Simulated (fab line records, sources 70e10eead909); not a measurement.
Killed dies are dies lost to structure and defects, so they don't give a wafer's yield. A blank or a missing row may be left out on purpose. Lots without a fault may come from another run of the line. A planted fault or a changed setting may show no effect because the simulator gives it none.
fab line records | flow nand_harc
record lots=14 wafers=42 last_day=25
route steps=1159 shown P_ZERO_WELL@16 P_STI@87
lots that met no fault: from a run of the same line without faults
start_h: hours from the record's first day to the start of the lot's first wafer shown | wait_h: hours since the lot's step before | " the same as in the row above | L1.1+2: a row that stands for several wafers | - no value, or no start given | * or withheld: withheld | < > ~ a bound
route shown NAME@n: a module of which the file shows steps, and the number in the route of the first | usual: mean/standard deviation of fault-free wafers | same: alike in all rows | chamber/n: place in a boat | sites: the reading at each site | _std_site: their standard deviation | _edge_site: outer sites' mean less inner sites' | radius_mm: how far each site lies from the wafer's centre | mask NAME#n: copy n | behind: the tool/chamber that last shaped the wafer | hold: why the lot was held/for how many hours/how that ended | device: the transistor (n, p or np) that didn't switch | end of line: the same wafers' tests at the end of the route | a step without rows: its recipe alone | killed: dies lost to structure and defects at the first sort, not the wafer's yield | map: a wafer's dies, x killed, . not, _ none there
set.NAME: the setting as run; set.NAME@STEP: as run at that earlier step | model.NAME: the simulator's own value behind a step, which no gauge read
steps of the route over a sample of lots; a table a step, a row a wafer
services: from which hour (start_h, from the record's first day; less than 0 if before it) a tool's chamber was out of use, for how many hours, and why
## steps
# step NHARC_P_ZERO_WELL_DESCUM_13
# recipe time_s=3 o2_flow_sccm=200 ar_flow_sccm=0 bias_power_w=0 chemistry=O2
# usual drypump_motor_current_A=5.7/0.42 oes_product_au=1.006/0.014 rf_vpp_V=57.8/0.84 showerhead_plenum_p_Torr=1.92/0.063 throttle_valve_pct=11.311/0.0092
# same time_s=3
# columns lot.wafer tool chamber start_h wait_h drypump_motor_current_A oes_product_au rf_hours_counter_h rf_vpp_V showerhead_plenum_p_Torr throttle_valve_pct
L943.2 rie_diel-05 1 25.41 - 5.2 1.045 3 57.7 1.92 11.324
L943.1 " 2 " " 5.7 1.004 3 57.9 1.80 11.328
L943.5 " 0 " " 5.7 1.012 - 58.8 1.90 11.310
L944.4 rie_diel-05 0 31.41 - 5.7 1.005 2 56.8 1.90 11.308
L944.1 " 1 " " 5.2 1.033 3 58.6 1.92 11.294
L944.6 " 3 " " 6.2 0.973 - 58.7 2.00 11.294
L945.3 rie_diel-02 2 37.41 - 4.9 1.006 5 57.9 2.01 11.300
L945.1 " 3 " " 5.6 1.034 5 57.5 1.94 11.309
L945.5 " 2 " " 4.9 1.001 - 58.9 2.01 11.314
L946.4 rie_diel-05 3 43.45 - 6.2 0.990 3 58.6 2.00 11.316
L946.5 " 1 " " 5.2 1.037 - 58.9 1.92 11.324
L946.6 " 2 " " 5.7 1.010 - 57.8 1.80 11.306
L947.3 rie_diel-05 3 49.41 - 6.2 0.995 3 59.6 2.00 11.313
L947.4 " 1 " " 5.2 1.021 4 56.5 1.92 11.309
L947.5 " 2 " " 5.7 1.013 - 55.8 1.80 11.306
L948.3 rie_diel-05 2 55.40 - 5.7 1.018 4 58.2 1.80 11.301
L948.2 " 3 " " 6.2 1.001 4 57.0 2.00 11.312
L948.5 " 2 " " 5.7 1.010 - 56.7 1.80 11.311
L949.2 rie_diel-02 1 61.41 - 6.0 0.994 6 56.5 1.93 11.300
L949.3 " 3 " " 5.6 1.009 6 56.8 1.94 11.309
L949.5 " 1 " " 6.0 0.994 - 57.1 1.93 11.295
L950.1 rie_diel-05 0 67.37 - 5.7 1.008 4 56.9 1.90 11.314
L950.2 " 1 " " 5.2 1.008 4 58.3 1.92 11.316
L950.3 " 2 " " 5.7 1.013 4 57.7 1.80 11.332
L955.2 rie_diel-01 1 97.39 - 5.3 1.006 8 58.1 1.95 11.310
L955.1 " 2 " " 6.0 0.991 8 57.6 1.80 11.324
L955.4 " 3 " " 5.7 0.991 8 58.4 1.92 11.304
L956.1 rie_diel-02 1 103.40 - 6.0 0.997 8 58.5 1.93 11.305
L956.2 " 3 " " 5.6 1.023 8 58.9 1.94 11.311
L956.5 " 2 " " 4.9 1.007 - 58.0 2.01 11.324
L959.3 rie_diel-05 3 121.28 - 6.2 0.984 8 58.5 2.00 11.305
L959.1 " 0 " " 5.7 1.015 9 57.4 1.90 11.287
L959.5 " 3 " " 6.2 0.992 - 57.7 2.00 11.301
L960.3 rie_diel-02 0 127.28 - 6.3 1.006 9 58.9 1.93 11.301
L960.5 " 3 " " 5.6 1.020 - 58.0 1.94 11.318
L960.6 " 0 " " 6.3 1.006 - 56.6 1.93 11.319
L963.1 rie_diel-02 0 145.41 - 6.3 1.015 10 57.6 1.93 11.309
L963.3 " 1 " " 6.0 0.992 12 57.8 1.93 11.316
L963.4 " 3 " " 5.6 1.025 12 57.8 1.94 11.316
L964.4 rie_diel-05 2 151.43 - 5.7 0.997 11 57.7 1.80 11.325
L964.3 " 3 " " 6.2 0.993 10 58.1 2.00 11.299
L964.6 " 1 " " 5.2 1.031 - 58.6 1.92 11.306
# step NHARC_P_ZERO_WELL_DEVELOP_36
# recipe time_s=70
# usual chill_plate_temp_C=22.99/0.11 exhaust_pa=45.2/0.76 time_s=70/0
# columns lot.wafer tool chamber start_h wait_h chill_plate_temp_C exhaust_pa time_s
L943.1 litho_track-03 0 28 - 23.00 44.8 70
L943.2 " 0 " " 22.98 44.0 70
L943.5 " 0 " " 22.97 43.8 70
L944.1 litho_track-03 0 34 - 22.88 45.7 70
L944.4 " 0 " " 22.89 45.0 70
L944.6 " 0 " " 22.99 45.3 70
L945.1 litho_track-02 0 40 - 23.05 45.1 70
L945.3 " 0 " " 23.09 44.0 70
L945.5 " 0 " " 22.95 45.5 70
L946.4 litho_track-02 0 46 - 23.06 46.0 70
L946.5 " 0 " " 23.02 45.5 70
L946.6 " 0 " " 23.07 44.6 70
L947.3 litho_track-03 0 52 - 23.14 46.0 70
L947.4 " 0 " " 23.07 45.6 70
L947.5 " 0 " " 23.22 46.9 70
L948.2 litho_track-02 - 58 - - - -
L948.3 " - " " - - -
L948.5 " - " " - - -
L949.2 litho_track-03 - 64 - - - -
L949.3 " - " " - - -
L949.5 " - " " - - -
L950.1 litho_track-07 0 70 - 23.07 45.3 70
L950.2 " 0 " " 22.77 45.7 70
L950.3 " 0 " " 22.96 44.5 70
L955.1 litho_track-03 0 100 - 22.92 45.5 70
L955.2 " 0 " " 22.86 44.1 70
L955.4 " 0 " " 22.89 45.8 70
L956.1 litho_track-02 0 106 - 23.04 43.7 70
L956.2 " 0 " " 23.04 44.6 70
L956.5 " 0 " " 22.99 45.7 70
L959.1 litho_track-02 0 124 - 23.17 45.3 70
L959.3 " 0 " " 22.96 45.9 70
L959.5 " 0 " " 23.16 45.1 70
L960.3 litho_track-02 0 129 - 23.13 43.4 70
L960.5 " 0 " " 23.08 45.3 70
L960.6 " 0 " " 23.11 45.1 70
L963.1 litho_track-02 0 148 - 23.06 44.4 70
L963.3 " 0 " " 22.94 45.0 70
L963.4 " 0 " " 22.96 45.7 70
L964.3 litho_track-07 0 154 - 22.77 45.4 70
L964.4 " 0 " " 22.89 44.3 70
L964.6 " 0 " " 22.94 44.0 70
# step NHARC_P_STI_DESCUM_14
# recipe time_s=3 o2_flow_sccm=200 ar_flow_sccm=0 bias_power_w=0 chemistry=O2
# usual drypump_motor_current_A=5.8/0.38 oes_product_au=1.003/0.011 rf_vpp_V=57.8/0.95 showerhead_plenum_p_Torr=1.92/0.08 throttle_valve_pct=11.311/0.009
# same time_s=3
# columns lot.wafer tool chamber start_h wait_h drypump_motor_current_A oes_product_au rf_hours_counter_h rf_vpp_V showerhead_plenum_p_Torr throttle_valve_pct
L943.1 rie_diel-07 0 50.55 - 5.2 0.978 3.5 58.7 1.89 11.305
L943.2 " 1 " " 6.3 1.011 3.5 56.3 1.92 11.316
L943.5 " 0 " " 5.2 0.974 - 60.4 1.89 11.326
L944.4 rie_diel-06 3 50.72 - 6.4 1.000 4.5 57.9 1.85 11.300
L944.1 " 1 " " 6.1 1.000 5.0 58.4 1.97 11.299
L944.6 " 3 " " 6.4 1.017 - 58.1 1.85 11.322
L945.1 rie_diel-04 1 60.73 - 5.6 1.009 8.2 58.3 1.83 11.320
L945.3 " 2 " " 5.9 0.986 7.8 59.9 2.01 11.306
L945.5 " 1 " " 5.6 1.009 - 58.0 1.83 11.314
L946.4 rie_diel-04 1 65.35 - 5.5 1.014 8.3 57.8 1.83 11.289
L946.6 " 1 " " 5.6 1.021 - 57.3 1.83 11.323
L946.5 " 2 " " 5.8 0.989 - 59.2 2.00 11.314
L947.4 rie_diel-07 1 71.38 - 6.3 0.988 0.3 58.9 1.92 11.310
L947.3 " 2 " " 5.8 0.992 0.3 58.8 1.90 11.298
L947.5 " 1 " " 6.3 1.000 - 59.3 1.92 11.315
L950.2 rie_diel-06 0 89.66 - 5.4 1.007 0.4 58.1 1.83 11.316
L950.1 " 1 " " 6.0 1.008 0.4 58.0 1.97 11.315
L950.3 " 2 " " 5.8 1.007 0.3 58.9 2.07 11.311
L955.4 rie_diel-06 3 119.34 - 6.4 0.990 1.5 56.5 1.85 11.306
L955.1 " 1 " " 6.0 1.009 1.6 58.1 1.97 11.322
L955.2 " 2 " " 5.8 1.005 1.5 59.1 2.07 11.314
L956.1 rie_diel-04 0 130.88 - 5.7 1.005 0.9 57.8 1.96 11.314
L956.2 " 1 " " 5.5 1.003 0.9 55.8 1.83 11.324
L956.5 " 1 " " 5.6 1.005 - 57.1 1.83 11.320
L959.1 rie_diel-04 1 140.46 - 5.5 1.011 2.0 56.9 1.82 11.304
L959.3 " 3 " " 5.3 0.985 2.0 56.9 1.85 11.301
L959.5 " 3 " " 5.3 0.990 - 56.3 1.85 11.306
L960.3 rie_diel-04 2 149.16 - 5.9 1.004 0.4 59.1 2.00 11.303
L960.6 " 3 " " 5.3 1.001 - 58.7 1.85 11.309
L960.5 " 0 " " 5.7 1.004 - 57.7 1.96 11.305
L963.4 rie_diel-07 2 169.73 - 5.8 1.024 2.7 58.5 1.90 11.321
L963.3 " 3 " " 6.5 1.020 2.5 59.1 2.00 11.297
L963.1 " 0 " " 5.2 1.004 2.7 56.8 1.89 11.302
L964.3 rie_diel-06 2 174.06 - 5.8 1.002 3.9 58.0 2.07 11.311
L964.4 " 3 " " 6.4 0.999 4.1 56.9 1.85 11.309
L964.6 " 1 " " 6.0 0.997 - 59.1 1.97 11.311
# step NHARC_P_STI_ETCH_31
# recipe target_depth_a=1089 time_s=54.5 cf4_flow_sccm=100 chf3_flow_sccm=30 ar_flow_sccm=0 rf_w=500 bias_w=200 chemistry=CF4/CHF3
# usual bias_w=199.9/0.58 drypump_motor_current_A=5.8/0.39 oes_product_au=0.967/0.016 rf_vpp_V=370.7/2.2 showerhead_plenum_p_Torr=1.58/0.061 throttle_valve_pct=16.802/0.0092
# same time_s=54.5
# columns lot.wafer tool chamber start_h wait_h bias_w drypump_motor_current_A oes_product_au rf_hours_counter_h rf_vpp_V showerhead_plenum_p_Torr throttle_valve_pct
L943.1 rie_diel-07 1 - - 200.0 6.3 0.954 3.6 372.3 1.58 16.813
L943.2 " 3 " " 199.0 6.5 0.998 3.5 372.4 1.64 16.804
L943.5 " 1 " " 199.7 6.3 0.972 - 370.7 1.58 16.806
L944.1 rie_diel-06 1 - - 199.1 6.0 0.974 5.0 371.7 1.62 16.796
L944.4 " 3 " " 201.2 6.4 0.968 4.6 369.1 1.52 16.796
L944.6 " 1 " " 198.8 6.0 0.966 - 374.1 1.62 16.808
L945.3 rie_diel-04 1 - - 200.9 5.5 0.968 8.2 367.1 1.51 16.803
L945.1 " 3 " " 200.7 5.3 0.973 8.1 369.1 1.53 16.792
L945.5 " 2 " " 200.2 5.9 0.943 - 372.6 1.64 16.816
L946.4 rie_diel-04 0 - - 200.5 5.7 0.951 8.6 370.4 1.61 16.793
L946.5 " 1 " " 199.7 5.6 0.965 - 367.1 1.51 16.806
L946.6 " 2 " " 200.5 5.9 0.945 - 372.5 1.64 16.798
L947.4 rie_diel-07 2 - - 200.8 5.8 0.955 0.3 371.2 1.56 16.812
L947.3 " 0 " " 200.1 5.2 0.965 0.3 369.9 1.56 16.803
L947.5 " 2 " " 200.6 5.8 0.958 - 369.7 1.56 16.803
L950.3 rie_diel-06 0 - - 200.3 5.4 0.966 0.5 367.9 1.51 16.794
L950.2 " 1 " " 199.7 6.0 0.984 0.4 371.1 1.62 16.810
L950.1 " 2 " " 198.6 5.8 0.981 0.4 374.8 1.69 16.795
L955.4 rie_diel-06 1 - - 200.3 6.0 0.988 1.6 372.0 1.62 16.813
L955.2 " 2 " " 199.9 5.8 0.977 1.5 375.3 1.69 16.822
L955.1 " 3 " " 200.7 6.4 0.959 1.6 369.4 1.52 16.809
L956.2 rie_diel-04 3 - - 199.5 5.3 0.948 0.9 368.4 1.52 16.798
L956.1 " 1 " " 200.5 5.5 0.970 1.0 368.6 1.51 16.806
L956.5 " 1 " " 200.0 5.5 0.972 - 367.6 1.50 16.810
L959.3 rie_diel-04 1 - - 200.2 5.6 0.968 2.1 369.6 1.50 16.796
L959.1 " 0 " " 199.9 5.7 0.972 2.0 371.1 1.61 16.810
L959.5 " 0 " " 199.5 5.7 0.972 - 372.7 1.61 16.793
L960.3 rie_diel-04 1 - - 199.7 5.6 0.969 2.4 367.0 1.50 16.798
L960.5 " 0 " " 199.2 5.7 0.958 - 372.7 1.61 16.799
L960.6 " 1 " " 200.4 5.5 0.966 - 369.1 1.51 16.806
L963.3 rie_diel-07 2 - - 201.0 5.8 0.984 2.7 369.5 1.56 16.798
L963.4 " 3 " " 200.2 6.4 0.992 2.5 373.8 1.64 16.800
L963.1 " 1 " " 200.6 6.3 0.962 2.9 370.0 1.58 16.776
L964.3 rie_diel-06 3 - - 200.5 6.4 0.919 4.1 368.8 1.52 16.801
L964.4 " 0 " " 199.8 5.4 0.930 4.1 369.4 1.50 16.801
L964.6 " 3 " " 199.6 6.4 0.918 - 368.3 1.52 16.795
## services
# columns tool chamber start_h hours kind
rie_diel-02 0 7.10 15.0 repair
litho_track-07 - 14.00 7.0 pm
rie_diel-04 0 17.71 - clean
rie_diel-04 1 17.71 - clean
rie_diel-04 2 17.71 - clean
rie_diel-04 3 17.71 - clean
rie_diel-02 1 17.94 3.8 repair
rie_diel-07 - 20.94 0.5 repair
rie_diel-02 0 32.63 5.3 repair
litho_track-03 - 38.00 7.0 pm
rie_diel-04 0 42.21 - clean
rie_diel-07 - 51.20 9.0 pm
rie_diel-02 - 63.44 2.2 repair
rie_diel-06 - 64.20 9.0 pm
rie_diel-01 1 107.02 6.3 repair
rie_diel-04 - 112.21 9.0 pm
rie_diel-01 1 115.92 8.4 repair
rie_diel-04 2 127.93 14.5 repair
rie_diel-01 - 138.11 9.0 pm
rie_diel-02 - 150.79 9.0 pm
rie_diel-04 - 151.19 0.1 repair
rie_diel-07 1 160.05 3.6 repair
rie_diel-05 - 163.60 9.0 pm
litho_track-02 - 165.00 7.0 pm
## key
first_sign step=NHARC_P_ZERO_WELL_DEVELOP_36 reading=tool_record direction=missing
effect none on later readings
met_at NHARC_P_ZERO_WELL_DEVELOP_36
struck_lots L948,L949
later_rows_left_out L948.2,L948.3,L948.5,L949.2,L949.3,L949.5
sort_left_out L948.2,L948.3,L948.5,L949.2,L949.3,L949.5
tester_left_out L948,L949
not_acting_at NHARC_P_ZERO_WELL_DESCUM_13,NHARC_P_STI_DESCUM_14,NHARC_P_STI_ETCH_31
onset_between 52 58
fault kind=skipped_step_whole tool=litho_track-02,litho_track-03 chamber=- onset_h=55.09 steps=NHARC_P_ZERO_WELL_DEVELOP_36 scope=struck_lots_only
# tester_left_out: of these lots the tester's yield and bins aren't shown, on N5 and GAA mostly nor the transistor test; their killed dies are dies lost to structure and defects alone, not to doping, threshold or leakage, so they don't give the yield
# sort_left_out: the simulated sort isn't trusted on such a fault, so these wafers' sort isn't shown, and their yield isn't known
# later_rows_left_out: the simulator's readings of these wafers behind a module that went badly wrong aren't trusted and aren't shown, but for the sort
